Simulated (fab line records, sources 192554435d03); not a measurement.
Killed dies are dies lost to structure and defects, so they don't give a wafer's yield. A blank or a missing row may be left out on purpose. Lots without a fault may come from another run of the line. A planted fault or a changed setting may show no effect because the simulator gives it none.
Chamber matching | flow n5_finfet | N5_BEOL_M5_ETCH_72 on rie_diel-05: 4 sister chambers
The step etches underlayer in N2/H2, target depth 6.5 nm, time 5.2 s. 14 wafers are shown with their chamber, then 7 later ones without.

WAFERS WITH THEIR CHAMBER
wafer  | chamber | showerhead_plenum_p_Torr (Torr) | throttle_valve_pct (%) | drypump_motor_current_A (A)
L077.2 | 1       | 2.56                            | 17.44                  | 5.4
L077.3 | 2       | 2.58                            | 17.48                  | 5.8
L077.6 | 2       | 2.58                            | 17.49                  | 5.7
L079.1 | 3       | 2.63                            | 17.98                  | 5.5
L079.4 | 2       | 2.58                            | 17.48                  | 5.8
L079.5 | 0       | 2.47                            | 18.09                  | 6.4
L081.2 | 0       | 2.47                            | 18.09                  | 6.4
L081.3 | 3       | 2.63                            | 17.98                  | 5.5
L081.6 | 1       | 2.56                            | 17.45                  | 5.5
L082.3 | 0       | 2.47                            | 18.12                  | 6.4
L082.5 | 0       | 2.47                            | 18.09                  | 6.5
L082.6 | 2       | 2.58                            | 17.50                  | 5.7
L089.1 | 1       | 2.55                            | 17.49                  | 5.4
L089.3 | 0       | 2.46                            | 18.16                  | 6.4

SIGNATURES (means of the wafers above)
reading                  | chamber 0 | chamber 1 | chamber 2 | chamber 3 | scatter within a chamber
showerhead_plenum_p_Torr | 2.4680    | 2.5567    | 2.5800    | 2.6300    | 0.00383
throttle_valve_pct       | 18.1100   | 17.4600   | 17.4875   | 17.9800   | 0.0234
drypump_motor_current_A  | 6.420     | 5.433     | 5.750     | 5.500     | 0.0497
Rule: a wafer's distance from a chamber is the root of the sum, over the readings, of the square of ((its reading less the chamber's mean) divided by the reading's scatter). The wafer belongs to the nearest chamber; if the next one is less than 2 further off, it can't be placed. The scatter: the root of (the sum of the squares of (reading less its chamber's mean) over the shown wafers, divided by (wafers less chambers)).

WAFERS WITHOUT THEIR CHAMBER
wafer  | showerhead_plenum_p_Torr (Torr) | throttle_valve_pct (%) | drypump_motor_current_A (A)
L089.5 | 2.57                            | 17.55                  | 5.7
L090.4 | 2.57                            | 17.54                  | 5.7
L090.5 | 2.46                            | 18.12                  | 6.4
L090.6 | 2.55                            | 17.50                  | 5.4
L092.1 | 2.62                            | 18.00                  | 5.5
L092.2 | 2.55                            | 17.48                  | 5.4
L092.3 | 2.57                            | 17.54                  | 5.7

WHICH CHAMBER EACH WENT THROUGH
wafer  | from the rows above | in truth
L089.5 | 2                   | 2
L090.4 | 2                   | 2
L090.5 | 0                   | 0
L090.6 | 1                   | 1
L092.1 | 3                   | 3
L092.2 | 1                   | 1
L092.3 | 2                   | 2
Placed correctly: 7 of 7. Can't be placed from these rows: 0. Placed wrongly: 0.
